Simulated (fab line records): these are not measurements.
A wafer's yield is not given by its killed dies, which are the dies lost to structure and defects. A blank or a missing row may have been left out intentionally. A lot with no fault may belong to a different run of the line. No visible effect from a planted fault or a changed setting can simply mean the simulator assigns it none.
What tool caused it? | flow n5 finfet | 10 lots, 29 wafers sampled, at 3 steps of a route of 1938

## WHAT EACH GAUGE READ, for each wafer
N5_PASSIVATION_OVL_MEAS_60.
lot  | measured     | on         | TV_OVL (nm)
L333 | day 18 08:23 | overlay-02 | 12 9 15
L332 | day 19 01:38 | overlay-02 | -3 -6 1
L334 | day 20 00:00 | overlay-02 | 6 5 5
L329 | day 20 04:16 | overlay-02 | -8 -6 -1
L339 | day 20 10:43 | overlay-01 | 2 -8 -6
L336 | day 21 19:56 | overlay-01 | -3 6 8
L345 | day 22 12:32 | overlay-02 | 391 398 394
L343 | day 23 01:11 | overlay-01 | 387 392 385
L348 | day 23 18:05 | overlay-01 | 10 -8
L351 | day 24 17:26 | overlay-01 | 2 -11 -13

## EACH LOT AND THE TOOL THAT RAN IT (in order: tool; ch and the chambers of the sampled wafers; start)
lot  | N5_MIM_BOT_ETCH_ETCH_03           | N5_PASSIVATION_EXPOSE_07
L333 | rie metal-03 ch 0,1, day 18 05:25 | krf scanner-01 ch 0, day 18 08:11
L332 | rie metal-03 ch 0, day 19 00:16   | krf scanner-01 ch 0, day 19 01:26
L334 | rie metal-03 ch 0,1, day 19 19:00 | krf scanner-01 ch 0, day 19 23:47
L329 | rie metal-01 ch 0,1, day 20 01:50 | krf scanner-02 ch 0, day 20 04:04
L339 | rie metal-01 ch 0,1, day 20 09:20 | krf scanner-02 ch 0, day 20 10:30
L336 | rie metal-02 ch 0,1, day 21 18:25 | krf scanner-02 ch 0, day 21 19:44
L345 | rie metal-01 ch 0,1, day 22 10:15 | krf scanner-01 ch 0, day 22 12:20
L343 | rie metal-02 ch 0,1, day 22 21:22 | krf scanner-01 ch 0, day 23 00:59
L348 | rie metal-02 ch 0,1, day 23 14:44 | krf scanner-02 ch 0, day 23 17:53
L351 | rie metal-01 ch 0,1, day 24 14:40 | krf scanner-02 ch 0, day 24 17:13
- N5_MIM_BOT_ETCH_ETCH_03: etches the open film in Cl2/BCl3, target depth 12 nm.
- N5_PASSIVATION_EXPOSE_07: exposes mask TV, defocus 0 nm, target cd 3000 nm.

## WHAT THE TOOLS THEMSELVES READ (means of the sampled wafers that have a number; where no wafer has one, the mark that the record gives instead)
N5_MIM_BOT_ETCH_ETCH_03.
lot  | tool         | drypump motor current A (A) | oes product au (a.u.) | throttle valve pct (%)
L333 | rie metal-03 | 5.7                         | 0.75                  | 27.71
L332 | rie metal-03 | 6.1                         | 0.87                  | 27.17
L334 | rie metal-03 | 5.9                         | 0.89                  | 27.42
L329 | rie metal-01 | 5.5                         | 0.79                  | 27.34
L339 | rie metal-01 | 5.2                         | 0.77                  | 27.33
L336 | rie metal-02 | 5.9                         | 0.80                  | 27.33
L345 | rie metal-01 | 5.5                         | 0.78                  | 27.36
L343 | rie metal-02 | 5.9                         | 0.79                  | 27.33
L348 | rie metal-02 | 5.8                         | 0.79                  | 27.25
L351 | rie metal-01 | 5.5                         | 0.83                  | 27.39

N5_PASSIVATION_EXPOSE_07.
lot  | tool           | exposure dose mJ cm2
L333 | krf scanner-01 | 22.762
L332 | krf scanner-01 | 22.738
L334 | krf scanner-01 | 22.759
L329 | krf scanner-02 | 22.758
L339 | krf scanner-02 | 22.793
L336 | krf scanner-02 | 22.763
L345 | krf scanner-01 | 22.757
L343 | krf scanner-01 | 22.720
L348 | krf scanner-02 | 22.758
L351 | krf scanner-02 | 22.753

## THE ANSWER, worked out from the rows above alone
Rule: the lots themselves supply what counts as usual. Put in order of their means at a reading, lots are off if they are a third of the lots or fewer, leave a main group of 4 or more, and stand apart from it by a gap of 3 or more times the standard deviation of the main group's means; of several such gaps the widest counts. A main group is skipped when, at the precision printed for the reading in the tables above, its means are all equal. Also off: a lot with no number at a reading for which 4 or more lots have one. All remaining lots with rows at the step are treated as sound. Order of review: gauges by route order, followed by the tools' own readings, for which a lot's mean as printed above is used. At the first step where some lot is off, the reading lying furthest off is the one used; lots without a number count as furthest.
Off: at N5_PASSIVATION_OVL_MEAS_60 (TV_OVL), L345, L343. Main group: mean 0 nm, sd 6.
A tool fits if, at a process step before that reading, it ran every lot that is off, and no sound lot after the first of them. Those tools and the gauges at N5_PASSIVATION_OVL_MEAS_60 are tried in the same way. One fits: N5_PASSIVATION_EXPOSE_07 on krf scanner-01. Its last sound lot is L334 (day 19 23:47), its first lot that is off L345 (day 22 12:20): a fault that began between those two fits.

## WHAT THE SIMULATOR HAD INSERTED
Scanner matching overlay: krf scanner-01, from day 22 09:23 on, at N5_PASSIVATION_EXPOSE_07. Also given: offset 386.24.
Shown lots that were struck: L345, L343. The rule above found the same.
